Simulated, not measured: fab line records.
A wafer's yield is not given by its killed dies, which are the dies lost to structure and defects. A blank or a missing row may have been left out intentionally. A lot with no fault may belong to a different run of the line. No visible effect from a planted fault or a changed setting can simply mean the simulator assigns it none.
Struck lot and sound lot, side by side	flow n5 finfet	20 out of 1938 route steps
Sound: the wafers L690.1, L690.2, L690.3. Struck: wafer L703.2 (L703.1, L703.5, from the same lot, were not struck and are left out); the cause is given at the end.
Order at every step that has rows: each side's tool, ch and its chambers, its first start. Under that, the readings that differ: sound wafers	struck wafers	difference of the means	sigmas: that difference in standard deviations of wafers without a fault.
alike: readings with means less than 2 such deviations apart, plus words and numbers identical on both sides. not compared: withheld readings, readings lacking a value on some wafer, bounds such as >300 that could conceal the same value, and numbers that have no deviation in the record and whose values overlap.
The two part at a step that has a row with sigmas, a row that says differs or no value, or rows on one side only. Numbers that have no deviation but don't overlap get no sigmas and don't part them. Lack of a reading on every wafer of one side parts them only where that side has two or more wafers.

first, 1 step without rows for these wafers: N5_FIN_SAQP_ETCH_67 (etches SiNx in CH3F/O2, target depth 30 nm).
N5_FIN_SAQP_STRIP_70: strips in N2/H2.
  sound on rie diel-06 ch 0,2,3, day 2 03:05; struck on rie diel-06 ch 1, day 5 08:04
reading	sound	struck	difference	sigmas
drypump motor current A (A)	5.2 5.4 5.3	6.7	+1.4	+3
  alike: oes product au, rf vpp V, showerhead plenum p Torr, throttle valve pct
  not compared: rf hours counter h
N5_FIN_SAQP_RECESS_71: chemistry HF/NH3, target SiO2, target depth 3 nm, afs cycles 1, sublimation time 60 s.
  sound on vapor etch-02 ch 0,1, day 2 03:09; struck on vapor etch-01 ch 0, day 5 08:07
  alike: drypump motor current A
then, 3 steps without rows for these wafers: N5_FIN_SAQP_SPACER2_ALD_28 (deposits SiO2, target thk 8.1 nm, pulse time 1 s, purge time 2 s); N5_FIN_SAQP_SPACER2_ETCHBACK_29 (etches SiO2 in CHF3/O2, target depth 12.2 nm, time 6.1 s); N5_FIN_SAQP_MANDREL2_REMOVE_60 (chemistry HBr/Cl2/O2, target a-Si, stops on SiNx, bt time 10 s).
N5_FIN_SAQP_CD_MEAS_31 targets a cd of 8 nm.
  sound on cd sem-03 ch 0, day 2 03:51; struck on cd sem-03 ch 0, day 5 08:47
  alike: cd nm
N5_FIN_SAQP_HM_OPEN_33: chemistry CH3F/O2, target SiNx, target depth 49.4 nm, time 70.6 s.
  sound on rie diel-01 ch 1,2,3, day 2 03:54; struck on rie diel-02 ch 2, day 5 08:50
reading	sound	struck	difference	sigmas
rf hours counter h (h)	197 241 153	50	-147	
  alike: CH3F_flow_sccm, drypump motor current A, etch rf on time s, oes_ar_750_au, oes product au, rf vpp V, showerhead plenum p Torr, throttle valve pct
N5_FIN_SAQP_ETCH_34: etches SiO2 in C4F6/O2, target depth 45 nm, time 15 s.
  sound on rie diel-01 ch 1,2,3, day 2 03:58; struck on rie diel-02 ch 2, day 5 08:54
reading	sound	struck	difference	sigmas
oes_o_777_au (a.u.)	0.73 0.68 0.74	0.90	+0.18	+2
rf hours counter h (h)	197 242 153	50	-147	
  alike: drypump motor current A, etch rf on time s, oes_ar_750_au, oes product au, rf fwd power W, rf vpp V, showerhead plenum p Torr, throttle valve pct
N5_FIN_SAQP_STRIP_77: strips in N2/H2, time 90 s.
  sound on rie diel-01 ch 1,2,3, day 2 03:59; struck on rie diel-02 ch 2, day 5 08:56
reading	sound	struck	difference	sigmas
rf hours counter h (h)	197 242 153	50	-147	
  alike: drypump motor current A, oes product au, rf vpp V, showerhead plenum p Torr, throttle valve pct
N5_FIN_SAQP_HM_CD_35 targets a cd of 8 nm.
  sound: cd sem-02 at day 2 04:07; struck: cd sem-03 at day 5 09:03
  alike: cd nm
then, 1 step without rows for these wafers: N5_FIN_SAQP_ETCH_64 (etches SiO2 in CF4, target depth 1.5 nm).
N5_FIN_SAQP_FIN_ETCH_36: etches the open film in HBr/Cl2/O2, target depth 120 nm, time 50.4 s.
  sound on rie si-03 ch 0,2,3, day 2 04:11; struck on rie si-03 ch 2, day 5 09:07
reading	sound	struck	difference	sigmas
oes_o_777_au (a.u.)	0.96 1.02 0.95	0.52	-0.46	-10
oes product au (a.u.)	0.951 0.992 0.960	0.874	-0.094	-5
rf fwd power W (W)	795.7 796.7 794.5	607.7	-187.9	-75
rf hours counter h (h)	185 98 58	186	+72	
model.etch.depth nm (nm)	116.4 118.6 118.9	103.4	-14.6	
model.FIN_SAQP.feature depth nm (nm)	116.4 118.6 118.8	103.4	-14.5	
model.SiNx_of_FIN_SAQP_HM_DEP_03.thk nm (nm)	20.6 21.2 21.4	22.4	+1.3	
  alike: drypump motor current A, mfc cl2 sccm, throttle valve pct
N5_FIN_SAQP_CD_MEAS_37 targets a cd of 8 nm.
  sound: cd sem-02 at day 2 04:19; struck: cd sem-02 at day 5 09:14
  alike: cd nm
then, 3 steps without rows for these wafers: N5_FIN_SAQP_PRECLEAN_38 (cleans in O3/DIW, time 45 s); N5_FIN_SAQP_PRECLEAN_45 (cleans in dHF, time 10 s); N5_FIN_SAQP_SRD_39 (time 30 s).
N5_FIN_SAQP_OCD_MEAS_76:
  sound: ocd-01 at day 2 04:25; struck: ocd-01 at day 5 09:20
reading	sound	struck	difference	sigmas
trench depth nm (nm)	116.2 118.3 118.8	104.0	-13.8	-7
N5_FIN_SAQP_INSPECT_40: inspects for defects (brightfield).
  sound: defect inspect-01 at day 2 04:26; struck: defect inspect-02 at day 5 09:22
reading	sound	struck	difference	sigmas
raw defect count	186 175 246	554	+352	+5
-- a jump in the record: the struck wafers' starts before and after are 6 days apart (it breaks off in module FIN_SAQP and resumes in module BEOL_M4, where the first step shown is number 1111 of the route) --
N5_BEOL_M4_RC_MEAS_101:
  sound on prober-01 ch 0, day 7 14:26; struck on prober-01 ch 0, day 11 08:21
  alike: DIBL_N, DIBL_P, IOFF_N, IOFF_P, ION_N, ION_P, SS_N, SS_P, VT_N, VT_P

WHERE THEY PART
Last at N5_FIN_SAQP_INSPECT_40 as far as this record goes, first at N5_FIN_SAQP_STRIP_70. Later steps at which nothing parts them and some readings are alike: N5_BEOL_M4_RC_MEAS_101.

WHY: whatever the simulator had introduced
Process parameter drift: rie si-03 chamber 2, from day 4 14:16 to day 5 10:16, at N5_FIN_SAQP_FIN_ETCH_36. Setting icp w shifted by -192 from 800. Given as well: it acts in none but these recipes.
